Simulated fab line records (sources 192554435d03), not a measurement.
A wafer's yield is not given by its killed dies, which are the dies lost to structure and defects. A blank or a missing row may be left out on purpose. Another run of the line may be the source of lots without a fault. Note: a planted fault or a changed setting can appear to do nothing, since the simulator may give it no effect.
fab line records | flow n5_finfet
[record] lots = 11 | wafers = 32 | last_day = 17
route steps=1938 shown FIN_CUT@164 STI_FIN_REVEAL@190 PASSIVATION@1936
lots untouched by any fault: they come from a run of this same line in which no faults occurred
start_h: hours from the record's opening day to when the first of the lot's shown wafers began | wait_h: hours from the lot's prior step to this one | " same as the row above | L1.1+2: one row covering several wafers at once | - value missing, or start not given | * or withheld: withheld | < > ~ a bound
route shown NAME@n: NAME is a module with steps in the file, n the number in the route of the first one | usual: the fault-free wafers' mean and standard deviation | same: alike in all rows | chamber/n: place in a boat | sites: per-site readings | _std_site: the standard deviation of these | _edge_site: mean of outer sites minus mean of inner sites | radius_mm: for every site, how far away it sits from the centre of the wafer | mask NAME#n: copy n | behind: the last tool/chamber to shape the wafer | hold: reason for holding the lot/hours on hold/outcome of the hold | device: the n, p or np transistor that did not switch | end of line: the route-end tests of the same wafers | a step with no rows: only its recipe | killed: at the first sort, the dies lost to defects and structure; wafer yield is something else | map: per-die view of a wafer (x killed, . not killed, _ where there is no die)
set.NAME: the setting as run; set.NAME@STEP: as run at that earlier step | model.NAME: the simulator's own value behind a step, which no gauge read
one table for each step of the route and one row for each wafer, over a sample of lots
services: from which hour (start_h, from the record's first day; less than 0 if before it) a tool's chamber was out of use, for how many hours, and why
[[steps]]
[step N5_FIN_CUT_OVL_MEAS_09]
[recipe] points_per_wafer = 522
[usual] FIN_CUT_OVL = -0.1/0.69
lot.wafer | tool       | chamber | start_h | wait_h | FIN_CUT_OVL[nm]
L389.2    | overlay-01 | 0       | 27.96   | 0.0    | 0.3
L389.4    | "          | 0       | "       | "      | -0.8
L389.5    | "          | 0       | "       | "      | 0.5
L391.1    | overlay-02 | 0       | 40.37   | 0.0    | 1.2
L391.2    | "          | 0       | "       | "      | -0.9
L391.3    | "          | 0       | "       | "      | 1.3
L392.2    | overlay-02 | 0       | 44.35   | 0.0    | 1.3
L392.3    | "          | 0       | "       | "      | -0.7
L392.6    | "          | 0       | "       | "      | 0.5
L393.2    | overlay-02 | 0       | 50.79   | 0.0    | 0.3
L393.3    | "          | 0       | "       | "      | 0.0
L393.5    | "          | 0       | "       | "      | -0.5
L395.2    | overlay-01 | 0       | 62.54   | 0.0    | 1.1
L395.3    | "          | 0       | "       | "      | 0.7
L395.6    | "          | 0       | "       | "      | 0.6
L397.1    | overlay-02 | 0       | 76.11   | 0.0    | 0.7
L397.2    | "          | 0       | "       | "      | 0.1
L397.4    | "          | 0       | "       | "      | -0.4
L405.3    | overlay-01 | 0       | 123.38  | 0.0    | 0.2
L405.4    | "          | 0       | "       | "      | -0.2
L405.6    | "          | 0       | "       | "      | 0.0
L407.1    | overlay-02 | 0       | 136.26  | 0.0    | 0.2
L407.2    | "          | 0       | "       | "      | -0.7
L407.6    | "          | 0       | "       | "      | -0.8
L409.1    | overlay-02 | 0       | 149.65  | 0.0    | -0.3
L409.5    | "          | 0       | "       | "      | 0.3
L409.6    | "          | 0       | "       | "      | -0.3
L411.1    | overlay-01 | 0       | 158.61  | 0.0    | -0.9
L411.5    | "          | 0       | "       | "      | -0.7
L412.2    | overlay-01 | 0       | 164.65  | 0.0    | -1.6
L412.3    | "          | 0       | "       | "      | -0.5
L412.6    | "          | 0       | "       | "      | -2.1
[step N5_FIN_CUT_STRIP_24]
[recipe] chemistry = CF4 | resist = SiARC | power_w = 300 | bias_power_w = 75 | pressure_mtorr = 50 | cf4_flow_sccm = 150 | rf_frequency_hz = 6e+07
[usual] drypump_motor_current_A = 5.7/0.38 | oes_product_au = 0.82/0.08 | rf_vpp_V = 271.6/1.7 | showerhead_plenum_p_Torr = 1.82/0.07 | throttle_valve_pct = 13.49/0.24
lot.wafer | tool        | chamber | start_h | wait_h | drypump_motor_current_A | oes_product_au | rf_hours_counter_h | rf_vpp_V | showerhead_plenum_p_Torr | throttle_valve_pct
L389.2    | rie_diel-02 | 3       | 28.46   | 0.0    | 5.8                     | 0.90           | 24                 | 273.7    | 1.92                     | 13.10
L389.4    | "           | 0       | "       | "      | 5.1                     | 0.77           | 115                | 272.4    | 1.88                     | 13.70
L389.5    | "           | 2       | "       | "      | 6.5                     | 0.87           | -                  | 270.8    | 1.75                     | 13.68
L391.1    | rie_diel-04 | 0       | 40.88   | 0.0    | 5.6                     | 0.70           | 223                | 270.5    | 1.77                     | 13.65
L391.2    | "           | 1       | "       | "      | 5.5                     | 0.74           | 165                | 270.4    | 1.80                     | 13.66
L391.3    | "           | 3       | "       | "      | 6.0                     | 0.69           | 243                | 271.1    | 1.84                     | 14.07
L392.2    | rie_diel-02 | 2       | 44.85   | 0.0    | 6.5                     | 0.85           | 37                 | 270.1    | 1.75                     | 13.70
L392.3    | "           | 1       | "       | "      | 5.6                     | 0.97           | 5                  | 274.4    | 1.91                     | 13.14
L392.6    | "           | 0       | "       | "      | 5.1                     | 0.77           | -                  | 273.8    | 1.88                     | 13.71
L393.2    | rie_diel-06 | 2       | 51.29   | 0.0    | 6.0                     | 0.87           | 44                 | 272.1    | 1.90                     | 13.26
L393.3    | "           | 0       | "       | "      | 5.6                     | 0.75           | 159                | 270.3    | 1.72                     | 13.62
L393.5    | "           | 1       | "       | "      | 6.2                     | 0.92           | -                  | 270.5    | 1.76                     | 13.14
L395.2    | rie_diel-06 | 1       | 63.06   | 0.0    | 6.2                     | 0.92           | 15                 | 270.6    | 1.76                     | 13.16
L395.3    | "           | 3       | "       | "      | 5.6                     | 0.78           | 128                | 272.6    | 1.86                     | 13.44
L395.6    | "           | 3       | "       | "      | 5.6                     | 0.78           | -                  | 272.7    | 1.86                     | 13.43
L397.1    | rie_diel-02 | 2       | 76.62   | 0.0    | 6.5                     | 0.83           | 46                 | 269.6    | 1.75                     | 13.72
L397.2    | "           | 0       | "       | "      | 5.1                     | 0.76           | 128                | 273.5    | 1.88                     | 13.73
L397.4    | "           | 3       | "       | "      | 5.9                     | 0.86           | 38                 | 273.8    | 1.92                     | 13.12
L405.3    | rie_diel-04 | 2       | 123.87  | 0.0    | 5.4                     | 0.83           | 74                 | 270.0    | 1.74                     | 13.59
L405.4    | "           | 2       | "       | "      | 5.4                     | 0.83           | -                  | 271.1    | 1.74                     | 13.57
L405.6    | "           | 3       | "       | "      | 6.0                     | 0.93           | -                  | 270.7    | 1.84                     | 13.51
L407.1    | rie_diel-02 | 3       | 137.72  | 0.0    | 5.9                     | 0.84           | 60                 | 273.0    | 1.91                     | 13.16
L407.2    | "           | 2       | "       | "      | 6.5                     | 0.81           | 66                 | 269.0    | 1.74                     | 13.77
L407.6    | "           | 1       | "       | "      | 5.6                     | 0.90           | -                  | 274.7    | 1.90                     | 13.20
L409.1    | rie_diel-04 | 0       | 150.16  | 0.0    | 5.6                     | 0.95           | 5                  | 270.4    | 1.76                     | 13.17
L409.5    | "           | 2       | "       | "      | 5.4                     | 0.83           | -                  | 268.4    | 1.74                     | 13.62
L409.6    | "           | 1       | "       | "      | 5.5                     | 0.70           | -                  | 269.9    | 1.79                     | 13.75
L411.1    | rie_diel-06 | 3       | 159.12  | 0.0    | 5.6                     | 0.76           | 154                | 274.2    | 1.85                     | 13.50
L411.5    | "           | 1       | "       | "      | 6.1                     | 0.85           | -                  | 270.4    | 1.75                     | 13.22
L412.2    | rie_diel-06 | 0       | 165.15  | 0.0    | 5.6                     | 0.72           | 193                | 268.7    | 1.71                     | 13.69
L412.3    | "           | 3       | "       | "      | 5.6                     | 0.76           | 156                | 272.6    | 1.85                     | 13.50
L412.6    | "           | 0       | "       | "      | 5.6                     | 0.73           | -                  | 267.3    | 1.71                     | 13.71
[step N5_STI_FIN_REVEAL_ETCHBACK_08]
[recipe] chemistry = C4F6/O2 | target = SiO2 | target_depth_a = 305 | time_s = 10.167 | ion_energy_ev = 250 | pressure_mtorr = 30 | source_w = 345 | bias_w = 185 | Ar_flow_sccm = 300 | C4F6_flow_sccm = 10 | O2_flow_sccm = 10
[usual] O2_flow_sccm = 10.00/0.031 | drypump_motor_current_A = 5.7/0.45 | oes_product_au = 0.80/0.096 | rf_vpp_V = 671/11 | showerhead_plenum_p_Torr = 2.84/0.089 | throttle_valve_pct = 21.14/0.28
lot.wafer | tool        | chamber | start_h | wait_h | O2_flow_sccm | drypump_motor_current_A | oes_product_au | rf_hours_counter_h | rf_vpp_V | showerhead_plenum_p_Torr | throttle_valve_pct
L389.2    | rie_diel-01 | 1       | 35.31   | 0.2    | 10.01        | 5.6                     | 0.69           | 243                | 665      | 2.90                     | 21.06
L389.4    | "           | 2       | "       | "      | 10.01        | 5.8                     | 0.75           | -                  | 668      | 2.82                     | 21.43
L389.5    | "           | 1       | "       | "      | 9.99         | 5.6                     | 0.68           | -                  | 665      | 2.90                     | 21.06
L391.1    | rie_diel-03 | 1       | 47.04   | 0.2    | 10.01        | 6.7                     | 0.71           | 240                | 685      | 2.78                     | 21.24
L391.2    | "           | 2       | "       | "      | 9.98         | 5.9                     | 0.70           | 246                | 686      | 2.80                     | 21.26
L391.3    | "           | 3       | "       | "      | 10.09        | 5.6                     | 0.89           | 49                 | 677      | 3.01                     | 21.12
L392.2    | rie_diel-03 | 1       | 52.54   | 0.4    | 9.98         | 6.8                     | 0.71           | 242                | 685      | 2.78                     | 21.24
L392.3    | "           | 0       | "       | "      | 10.04        | 5.5                     | 0.71           | 204                | 659      | 2.71                     | 20.96
L392.6    | "           | 0       | "       | "      | 10.03        | 5.5                     | 0.70           | -                  | 660      | 2.71                     | 20.99
L393.2    | rie_diel-03 | 3       | 57.56   | 0.2    | 10.02        | 5.6                     | 0.88           | 53                 | 677      | 3.00                     | 21.10
L393.3    | "           | 1       | "       | "      | 9.98         | 6.7                     | 0.71           | 245                | 685      | 2.78                     | 21.25
L393.5    | "           | 3       | "       | "      | 10.02        | 5.7                     | 0.88           | -                  | 676      | 3.00                     | 21.11
L395.2    | rie_diel-03 | 3       | 69.57   | 0.5    | 10.03        | 5.6                     | 0.88           | 58                 | 676      | 3.00                     | 21.11
L395.3    | "           | 1       | "       | "      | 10.05        | 6.8                     | 0.70           | 250                | 684      | 2.78                     | 21.26
L395.6    | "           | 3       | "       | "      | 10.05        | 5.6                     | 0.88           | -                  | 677      | 3.00                     | 21.11
L397.1    | rie_diel-03 | 0       | 83.96   | 0.2    | 10.03        | 5.5                     | 0.69           | 219                | 660      | 2.70                     | 21.00
L397.2    | "           | 3       | "       | "      | 9.97         | 5.6                     | 0.86           | 65                 | 677      | 3.00                     | 21.12
L397.4    | "           | 0       | "       | "      | 9.99         | 5.5                     | 0.69           | -                  | 659      | 2.70                     | 20.98
L405.3    | rie_diel-05 | 1       | 130.38  | 0.5    | 9.99         | 5.5                     | 0.74           | 179                | 663      | 2.85                     | 21.64
L405.4    | "           | 1       | "       | "      | 9.97         | 5.5                     | 0.75           | -                  | 664      | 2.85                     | 21.66
L405.6    | "           | 2       | "       | "      | 10.02        | 6.2                     | 0.69           | -                  | 668      | 2.93                     | 21.25
L407.1    | rie_diel-01 | 1       | 144.18  | 0.3    | 10.02        | 5.6                     | 0.92           | 22                 | 665      | 2.89                     | 20.72
L407.2    | "           | 2       | "       | "      | 10.00        | 5.8                     | 0.71           | 216                | 668      | 2.80                     | 21.50
L407.6    | "           | 2       | "       | "      | 10.04        | 5.8                     | 0.71           | -                  | 666      | 2.80                     | 21.51
L409.1    | rie_diel-05 | 1       | 156.71  | 0.2    | 10.01        | 5.5                     | 0.73           | 191                | 664      | 2.84                     | 21.66
L409.5    | "           | 1       | "       | "      | 9.93         | 5.5                     | 0.72           | -                  | 664      | 2.84                     | 21.64
L409.6    | "           | 2       | "       | "      | 9.99         | 6.2                     | 0.69           | -                  | 668      | 2.92                     | 21.28
L411.1    | rie_diel-03 | 3       | 165.31  | 0.2    | 9.98         | 5.6                     | 0.83           | 89                 | 676      | 2.99                     | 21.15
L411.5    | "           | 0       | "       | "      | 10.01        | 5.5                     | 0.67           | -                  | 661      | 2.69                     | 21.03
L412.2    | rie_diel-05 | 3       | 171.61  | 0.2    | 10.00        | 5.6                     | 0.73           | 190                | 652      | 2.85                     | 21.36
L412.3    | "           | 2       | "       | "      | 10.01        | 6.2                     | 0.69           | 224                | 667      | 2.92                     | 21.30
L412.6    | "           | 2       | "       | "      | 10.01        | 6.1                     | 0.69           | -                  | 666      | 2.92                     | 21.28
[step N5_STI_FIN_REVEAL_RECESS_09]
[recipe] chemistry = HF/NH3 | target = SiO2 | afs_cycles = 11 | target_depth_a = 425 | temp_c = 30 | sublimation_temp_c = 180 | sublimation_time_s = 60
[usual] drypump_motor_current_A = 5.9/0.61 | sublimation_temp_c = 179.99/0.15
lot.wafer | tool          | chamber | start_h | wait_h | drypump_motor_current_A | sublimation_temp_c
L389.2    | vapor_etch-01 | 0       | 35.57   | 0.0    | 6.3                     | 179.75
L389.4    | "             | 1       | "       | "      | 4.9                     | 180.03
L389.5    | "             | 0       | "       | "      | 6.3                     | 179.81
L391.1    | vapor_etch-02 | 0       | 47.29   | 0.0    | 6.2                     | 179.97
L391.2    | "             | 1       | "       | "      | 6.2                     | 179.93
L391.3    | "             | 1       | "       | "      | 6.2                     | 179.99
L392.2    | vapor_etch-01 | 1       | 52.79   | 0.0    | 4.8                     | 180.11
L392.3    | "             | 1       | "       | "      | 4.9                     | 180.15
L392.6    | "             | 1       | "       | "      | 4.8                     | 179.93
L393.2    | vapor_etch-02 | 1       | 57.98   | 0.0    | 6.2                     | 179.83
L393.3    | "             | 0       | "       | "      | 6.2                     | 180.06
L393.5    | "             | 1       | "       | "      | 6.1                     | 179.78
L395.2    | vapor_etch-02 | 1       | 69.82   | 0.0    | 6.2                     | 180.22
L395.3    | "             | 1       | "       | "      | 6.2                     | 180.08
L395.6    | "             | 0       | "       | "      | 6.2                     | 180.09
L397.1    | vapor_etch-02 | 0       | 84.21   | 0.0    | 6.2                     | 179.84
L397.2    | "             | 1       | "       | "      | 6.2                     | 179.91
L397.4    | "             | 0       | "       | "      | 6.2                     | 179.85
L405.3    | vapor_etch-01 | 1       | 131.17  | 0.6    | 4.8                     | 179.74
L405.4    | "             | 0       | "       | "      | 6.3                     | 179.93
L405.6    | "             | 0       | "       | "      | 6.3                     | 179.81
L407.1    | vapor_etch-02 | 1       | 144.43  | 0.0    | 6.2                     | 180.02
L407.2    | "             | 0       | "       | "      | 6.2                     | 179.97
L407.6    | "             | 1       | 145.49  | 1.1    | 6.2                     | 179.84
L409.1    | vapor_etch-02 | 0       | 156.96  | 0.0    | 6.2                     | 179.95
L409.5    | "             | 1       | 158.02  | 1.1    | 6.1                     | 180.14
L409.6    | "             | 0       | "       | "      | 6.2                     | 180.08
L411.1    | vapor_etch-01 | 1       | 165.56  | 0.0    | 4.8                     | 179.92
L411.5    | "             | 0       | 166.62  | 1.1    | 6.3                     | 180.11
L412.2    | vapor_etch-02 | 1       | 172.41  | 0.6    | 6.2                     | 180.05
L412.3    | "             | 1       | "       | "      | 6.2                     | 179.98
L412.6    | "             | 1       | 174.53  | 2.7    | 6.1                     | 179.91
[step N5_STI_FIN_REVEAL_FIN_H_MEAS_10]
[usual] trench_depth_nm = 52.1/0.78
lot.wafer | tool   | chamber | start_h | wait_h | trench_depth_nm
L389.2    | ocd-02 | -       | 38.29   | 0.0    | 51.9
L389.4    | "      | -       | "       | "      | 52.5
L389.5    | "      | -       | "       | "      | 51.7
L391.1    | ocd-01 | -       | 49.99   | 0.0    | 52.2
L391.2    | "      | -       | "       | "      | 51.9
L391.3    | "      | -       | "       | "      | 52.5
L392.2    | ocd-02 | -       | 55.52   | 0.0    | 52.0
L392.3    | "      | -       | "       | "      | 51.4
L392.6    | "      | -       | "       | "      | 51.3
L393.2    | ocd-02 | -       | 60.68   | 0.0    | 53.2
L393.3    | "      | -       | "       | "      | 53.3
L393.5    | "      | -       | "       | "      | 53.6
L395.2    | ocd-02 | -       | 72.53   | 0.0    | 36.3
L395.3    | "      | -       | "       | "      | 36.5
L395.6    | "      | -       | "       | "      | 52.8
L397.1    | ocd-01 | -       | 86.97   | 0.0    | 51.9
L397.2    | "      | -       | "       | "      | 36.8
L397.4    | "      | -       | "       | "      | 52.2
L405.3    | ocd-02 | -       | 133.34  | 0.0    | 51.9
L405.4    | "      | -       | "       | "      | 51.6
L405.6    | "      | -       | "       | "      | 50.8
L407.1    | ocd-01 | -       | 147.13  | 0.0    | 53.4
L407.2    | "      | -       | "       | "      | 51.5
L407.6    | "      | -       | "       | "      | 51.5
L409.1    | ocd-02 | -       | 159.66  | 0.0    | 51.0
L409.5    | "      | -       | "       | "      | 51.5
L409.6    | "      | -       | "       | "      | 51.1
L411.1    | ocd-02 | -       | 168.26  | 0.0    | 52.2
L411.5    | "      | -       | "       | "      | 51.1
L412.2    | ocd-01 | -       | 176.16  | 0.0    | 52.1
L412.3    | "      | -       | "       | "      | 52.2
L412.6    | "      | -       | "       | "      | 52.1
[step N5_PASSIVATION_PROBE_49]
[usual] killed_at_M0_to_M3 = 32/9.7 | killed_at_M4_up = 14/5.3 | killed_at_contacts = 11/6 | killed_at_front_end = 39/14 | killed_at_other = 3.3/2.7 | killed_dies = 100/17 | killed_open = 66/13 | killed_short = 32/7.4
[same] gross_dies = 1180 | killed_at_back_side = 0
lot.wafer | tool      | chamber | start_h | wait_h | killed_at_M0_to_M3 | killed_at_M4_up | killed_at_contacts | killed_at_front_end | killed_at_other | killed_dies | killed_open | killed_short
L407.2    | prober-01 | -       | 382.43  | 0.1    | 25                 | 11              | 14                 | 82                  | 1               | 133         | 83          | 50
// killed by level:class
L407.2 STI_FIN_REVEAL:geometric_particle:open=24 FIN_SAQP:geometric_particle:open=16 FIN_SAQP:geometric_particle:short=16 MOL_CONTACT_COAG:geometric_particle:open=10 BEOL_M3:geometric_particle:open=7 STI_FIN_REVEAL:geometric_particle:short=6 ILD0:geometric_particle:short=6 BEOL_M0_SAQP:geometric_particle:short=5
[[services]]
tool          | chamber | start_h | hours | kind
rie_diel-03   | 3       | 17.01   | 2.6   | repair
rie_diel-05   | -       | 17.63   | 15.6  | pm
rie_diel-04   | -       | 41.41   | 0.5   | repair
rie_diel-04   | 3       | 42.13   | 4.5   | repair
rie_diel-04   | 1       | 53.27   | 13.5  | repair
rie_diel-03   | 2       | 57.20   | -     | clean
rie_diel-03   | 2       | 57.20   | -     | consumable_replace:focus_ring
rie_diel-03   | 2       | 57.20   | 22.6  | scheduled_down
rie_diel-03   | 2       | 57.20   | 22.6  | vent_cycle
rie_diel-05   | 0       | 77.23   | 7.1   | repair
rie_diel-03   | 1       | 79.92   | -     | clean
rie_diel-03   | 1       | 79.92   | -     | consumable_replace:focus_ring
rie_diel-03   | 1       | 79.92   | 18.9  | scheduled_down
rie_diel-02   | 1       | 80.37   | 7.8   | repair
rie_diel-02   | 0       | 80.68   | 14.0  | repair
rie_diel-01   | 1       | 94.09   | 2.9   | repair
rie_diel-04   | 2       | 97.38   | 9.7   | repair
vapor_etch-02 | -       | 110.56  | 2.8   | pm
rie_diel-05   | 0       | 122.16  | 10.0  | repair
rie_diel-03   | -       | 128.90  | 15.6  | pm
rie_diel-02   | 3       | 139.39  | 2.0   | repair
rie_diel-04   | 3       | 146.43  | 9.5   | repair
vapor_etch-02 | 0       | 162.55  | 10.0  | repair
rie_diel-03   | 0       | 168.28  | 7.7   | repair
[[key]]
[first_sign] step = N5_STI_FIN_REVEAL_FIN_H_MEAS_10 | reading = trench_depth_nm | direction = down | sigmas = 20 | usual = 52.1 | struck = 36.5
effect none on later readings
met_at N5_STI_FIN_REVEAL_RECESS_09
struck_lots L395,L397
struck_wafers L395.2,L395.3,L397.2
tester_left_out L395,L397
not_acting_at N5_FIN_CUT_OVL_MEAS_09,N5_FIN_CUT_STRIP_24,N5_STI_FIN_REVEAL_ETCHBACK_08
onset_between 57.98 69.82
[fault] kind = process_parameter_drift | tool = vapor_etch-02 | chamber = - | onset_h = 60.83 | steps = N5_STI_FIN_REVEAL_RECESS_09 | channel = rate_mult | offset = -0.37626 | shape = step | end_h = 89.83 | scope = struck_wafers_only
// tester_left_out: of these lots the tester's yield and bins aren't shown, on N5 and GAA mostly nor the transistor test; their killed dies are dies lost to structure and defects alone, not to doping, threshold or leakage, so they don't give the yield
